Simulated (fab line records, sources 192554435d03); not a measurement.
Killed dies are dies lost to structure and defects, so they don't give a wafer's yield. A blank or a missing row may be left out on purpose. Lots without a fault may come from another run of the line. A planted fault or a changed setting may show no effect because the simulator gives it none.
Chamber matching | flow n5_finfet | N5_BEOL_M8_ETCH_72 on rie_diel-04: 4 sister chambers
The step etches underlayer in N2/H2, target depth 6.5 nm, time 5.2 s. 22 wafers are shown with their chamber, then 11 later ones without.

WAFERS WITH THEIR CHAMBER
wafer  | chamber | drypump_motor_current_A (A) | throttle_valve_pct (%) | showerhead_plenum_p_Torr (Torr)
L074.1 | 3       | 5.5                         | 17.5                   | 2.41
L074.3 | 0       | 6.2                         | 18.0                   | 2.63
L074.6 | 2       | 6.0                         | 17.7                   | 2.50
L075.1 | 0       | 6.1                         | 18.0                   | 2.63
L075.4 | 1       | 5.1                         | 18.5                   | 2.45
L075.5 | 3       | 5.5                         | 17.5                   | 2.41
L077.2 | 2       | 6.0                         | 17.7                   | 2.49
L077.3 | 1       | 5.1                         | 18.5                   | 2.45
L077.6 | 0       | 6.1                         | 18.0                   | 2.63
L076.4 | 2       | 6.0                         | 17.7                   | 2.49
L076.5 | 3       | 5.5                         | 17.5                   | 2.41
L076.6 | 2       | 6.0                         | 17.7                   | 2.49
L079.1 | 2       | 6.0                         | 17.7                   | 2.49
L079.4 | 1       | 5.1                         | 18.4                   | 2.45
L079.5 | 3       | 5.5                         | 17.5                   | 2.40
L083.2 | 0       | 6.1                         | 18.0                   | 2.62
L083.3 | 2       | 6.0                         | 17.8                   | 2.49
L083.5 | 1       | 5.1                         | 18.5                   | 2.44
L084.2 | 1       | 5.1                         | 18.5                   | 2.44
L084.3 | 0       | 6.1                         | 18.0                   | 2.62
L084.5 | 2       | 6.0                         | 17.8                   | 2.48
L085.1 | 2       | 6.0                         | 17.8                   | 2.48

SIGNATURES (means of the wafers above)
reading                  | chamber 0 | chamber 1 | chamber 2 | chamber 3 | scatter within a chamber
drypump_motor_current_A  | 6.120     | 5.100     | 6.000     | 5.500     | 0.0211
throttle_valve_pct       | 18.000    | 18.480    | 17.738    | 17.500    | 0.0386
showerhead_plenum_p_Torr | 2.6260    | 2.4460    | 2.4888    | 2.4075    | 0.00579
Rule: a wafer's distance from a chamber is the root of the sum, over the readings, of the square of ((its reading less the chamber's mean) divided by the reading's scatter). The wafer belongs to the nearest chamber; if the next one is less than 2 further off, it can't be placed. The scatter: the root of (the sum of the squares of (reading less its chamber's mean) over the shown wafers, divided by (wafers less chambers)).

WAFERS WITHOUT THEIR CHAMBER
wafer  | drypump_motor_current_A (A) | throttle_valve_pct (%) | showerhead_plenum_p_Torr (Torr)
L085.4 | 5.1                         | 18.5                   | 2.44
L085.5 | 6.1                         | 18.0                   | 2.62
L089.1 | 6.0                         | 17.8                   | 2.48
L089.3 | 5.5                         | 17.5                   | 2.40
L089.5 | 5.9                         | 17.8                   | 2.48
L097.3 | 5.1                         | 18.5                   | 2.43
L097.4 | 6.0                         | 17.4                   | 2.48
L097.5 | 5.5                         | 17.6                   | 2.39
L095.2 | 6.1                         | 17.6                   | 2.61
L095.5 | 6.0                         | 17.4                   | 2.48
L095.6 | 5.1                         | 18.5                   | 2.43

WHICH CHAMBER EACH WENT THROUGH
wafer  | from the rows above | in truth
L085.4 | 1                   | 1
L085.5 | 0                   | 0
L089.1 | 2                   | 2
L089.3 | 3                   | 3
L089.5 | 2                   | 2
L097.3 | 1                   | 1
L097.4 | 2                   | 2
L097.5 | 3                   | 3
L095.2 | 0                   | 0
L095.5 | 2                   | 2
L095.6 | 1                   | 1
Placed correctly: 11 of 11. Can't be placed from these rows: 0. Placed wrongly: 0.
